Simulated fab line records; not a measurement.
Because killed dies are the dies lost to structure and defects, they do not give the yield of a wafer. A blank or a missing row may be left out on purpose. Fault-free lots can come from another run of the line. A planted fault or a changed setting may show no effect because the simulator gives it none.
What tool caused it? -- flow nand harc -- 13 lots, 38 wafers sampled, at 5 steps of a route of 1302

## WHAT THE GAUGES READ, wafer by wafer
NHARC_A_SGD_CUT_CD_MEAS_09 targets a cd of 100 nm. Usual: 99.8 nm for cd nm, sd 0.77.
lot,measured,on,cd nm (nm),flag
L380,day 18 08:32,cd sem-01,99.4 99.1 99.6,
L381,day 19 14:23,cd sem-02,100.0 101.2 99.8,
L383,day 19 20:40,cd sem-01,99.8 98.9 99.2,
L384,day 20 18:21,cd sem-02,99.4 100.2 100.7,
L386,day 21 13:26,cd sem-02,99.8 100.6 100.9,
L387,day 22 01:22,cd sem-03,101.4 100.0 101.8,
L388,day 22 01:40,cd sem-01,101.6 101.0 101.4,
L389,day 22 16:12,cd sem-01,99.3 98.6 100.2,
L391,day 23 10:35,cd sem-02,100.7 99.7 99.5,
L390,day 23 13:09,cd sem-02,98.8 100.0 99.1,
L399,day 26 23:00,cd sem-01,100.4 101.1,
L400,day 27 11:07,cd sem-03,98.8 98.9 100.2,
L402,day 28 06:14,cd sem-03,101.4 100.6 101.1,

NHARC_A_SGD_CUT_OVL_MEAS_10. Usual: overlay x nm -0.2 nm, standard deviation 0.84; overlay y nm 0.5 nm, standard deviation 0.78.
lot,measured,on,overlay x nm (nm),overlay y nm (nm),flag
L380,day 18 08:37,overlay-02,1.4 1.9 1.5,-0.5 -0.5 -0.6,
L381,day 19 14:29,overlay-01,-0.3 -0.1 -0.2,0.3 0.6 0.7,
L383,day 19 20:45,overlay-01,-0.4 -1.0 -1.2,1.7 2.0 1.7,
L384,day 20 18:26,overlay-01,-0.4 -1.2 -0.3,1.6 2.0 1.9,
L386,day 21 13:32,overlay-01,-0.3 -0.1 -0.4,-0.5 -0.3 -0.4,
L387,day 22 01:27,overlay-01,-0.1 -0.5 -0.4,-1.0 -0.8 -0.8,
L388,day 22 01:46,overlay-02,0.3 1.0 0.6,0.2 0.2 -0.1,
L389,day 22 16:17,overlay-01,0.6 0.1 0.2,0.9 0.7 0.6,
L391,day 23 10:40,overlay-01,-1.3 -0.5 -1.0,0.7 0.3 0.8,
L390,day 23 13:14,overlay-01,-0.5 -0.5 0.3,0.5 0.3 0.5,
L399,day 26 23:05,overlay-01,0.6 0.8,0.2 0.7,
L400,day 27 11:13,overlay-02,-0.2 0.4 -0.6,0.6 0.1 0.9,
L402,day 28 06:19,overlay-01,0.0 -0.6 -0.2,0.3 0.8 0.5,

NHARC_END_SORT_01. Usual: killed at array 53, standard deviation 19; killed at other 0.7, standard deviation 1.1; killed at periphery 4.2, standard deviation 2.7; killed dies 58, standard deviation 18; killed open 3.1, standard deviation 1.9; killed short 2.5, standard deviation 1.6.
lot,measured,on,killed at array,killed at other,killed at periphery,killed dies,killed open,killed short,flag
L388,day 27 13:10,prober-02,60 31,1 5,8 7,69 43,3 3,2 2,
L391,day 28 22:13,prober-02,62 62 43,0 0 2,2 1 2,64 63 47,4 3 7,1 2 3,
L390,day 28 16:51,prober-02,51 38,1 3,1 8,53 49,1 3,1 1,
L399,day 31 22:53,prober-01,673 676,0 0,4 1,677 677,4 1,3 2,OFF

## EACH LOT AND THE TOOL THAT RAN IT (in order: tool; ch and the chambers of the sampled wafers; start)
lot,NHARC_A_STAIRCASE_CMP_472,NHARC_A_SGD_CUT_ETCH_16
L380,"cmp-02 ch 0,1,2, day 18 07:36","rie diel-11 ch 2,3, day 18 09:17"
L381,"cmp-02 ch 0,2,3, day 19 13:23","rie diel-11 ch 0,3, day 19 15:09"
L383,"cmp-04 ch 0,2,3, day 19 19:33","rie diel-02 ch 1,2,3, day 19 21:27"
L384,"cmp-03 ch 0,1,2, day 20 17:13","rie diel-11 ch 0,1,3, day 20 19:13"
L386,"cmp-03 ch 0,2,3, day 21 12:17","rie diel-03 ch 0,3, day 21 14:11"
L387,"cmp-03 ch 0,2,3, day 22 00:23","rie diel-02 ch 0,2, day 22 02:07"
L388,"cmp-03 ch 0,3, day 22 00:34","rie diel-11 ch 0,1, day 22 02:25"
L389,"cmp-02 ch 1,2,3, day 22 15:06","rie diel-02 ch 0,1,2, day 22 16:58"
L391,"cmp-04 ch 0,1, day 23 09:35","rie diel-02 ch 0,1,3, day 23 11:20"
L390,"cmp-03 ch 0,2,3, day 23 12:02","rie diel-02 ch 0,1,2, day 23 13:54"
L399,"cmp-03 ch 0,1, day 26 21:53","rie diel-11 ch 2,3, day 26 23:47"
L400,"cmp-04 ch 2,3, day 27 09:59","rie diel-02 ch 0,2, day 27 11:53"
L402,"cmp-02 ch 0,1,3, day 28 05:09","rie diel-02 ch 1,3, day 28 06:59"
- NHARC_A_STAIRCASE_CMP_472: polishes SiO2.
- NHARC_A_SGD_CUT_ETCH_16: etches the open film in C4F8/O2/Ar, target depth 310.5 nm, time 155.2 s.

## WHAT THE TOOLS THEMSELVES READ (means of the sampled wafers that have a number; where no wafer has one, the mark that the record gives instead)
NHARC_A_STAIRCASE_CMP_472. Usual: motor current A 12.5 A, standard deviation 1.3; slurry flow ml min 149.9, standard deviation 0.48.
lot,tool,motor current A (A),slurry flow ml min,flag
L380,cmp-02,12.1,149.7,
L381,cmp-02,12.2,149.9,
L383,cmp-04,11.5,149.6,
L384,cmp-03,13.0,150.4,
L386,cmp-03,13.7,149.9,
L387,cmp-03,13.0,149.9,
L388,cmp-03,13.0,149.3,
L389,cmp-02,12.2,150.0,
L391,cmp-04,11.7,150.0,
L390,cmp-03,13.3,150.3,
L399,cmp-03,12.1,150.1,
L400,cmp-04,12.1,149.7,
L402,cmp-02,11.8,150.2,

NHARC_A_SGD_CUT_ETCH_16. Usual: oes product au 0.971 a.u., standard deviation 0.015; rf vpp V 723.7 V, standard deviation 2.5.
lot,tool,oes product au (a.u.),rf vpp V (V),flag
L380,rie diel-11,0.956,725.2,
L381,rie diel-11,0.981,723.0,
L383,rie diel-02,0.966,724.8,
L384,rie diel-11,0.979,723.3,
L386,rie diel-03,0.959,722.8,
L387,rie diel-02,0.968,723.5,
L388,rie diel-11,0.980,721.4,
L389,rie diel-02,0.981,723.7,
L391,rie diel-02,0.989,723.1,
L390,rie diel-02,0.977,723.6,
L399,rie diel-11,1.050,724.8,OFF
L400,rie diel-02,0.970,724.8,
L402,rie diel-02,0.954,725.3,

## THE ANSWER, worked out from the rows above alone
Rule: a lot counts as off when the mean over its wafers that have a number is more than 3 standard deviations away from the usual mean. Also off: a lot with no number at a reading for which 4 or more lots have one. All remaining lots with rows at the step are treated as sound. Order of review: gauges by route order, followed by the tools' own readings, for which a lot's mean as printed above is used. At the first step where some lot is off, the reading lying furthest off is the one used; lots without a number count as furthest.
Off: L399 (NHARC_END_SORT_01, killed dies). Neither off nor sound, because the step has no rows for them: L380, L381, L383, L384, L386, L387, L389, L400, L402.
A tool fits if, at a process step before that reading, it ran every lot that is off, and no sound lot after the first of them. Not tried: the gauges at NHARC_END_SORT_01; whatever is off there is also off at NHARC_A_SGD_CUT_ETCH_16, on other tools, and gauge error can't account for it. 2 tools fit, cmp-03 at NHARC_A_STAIRCASE_CMP_472 and rie diel-11 at NHARC_A_SGD_CUT_ETCH_16, so this cannot tell which one it is.

## WHAT THE SIMULATOR HAD INSERTED
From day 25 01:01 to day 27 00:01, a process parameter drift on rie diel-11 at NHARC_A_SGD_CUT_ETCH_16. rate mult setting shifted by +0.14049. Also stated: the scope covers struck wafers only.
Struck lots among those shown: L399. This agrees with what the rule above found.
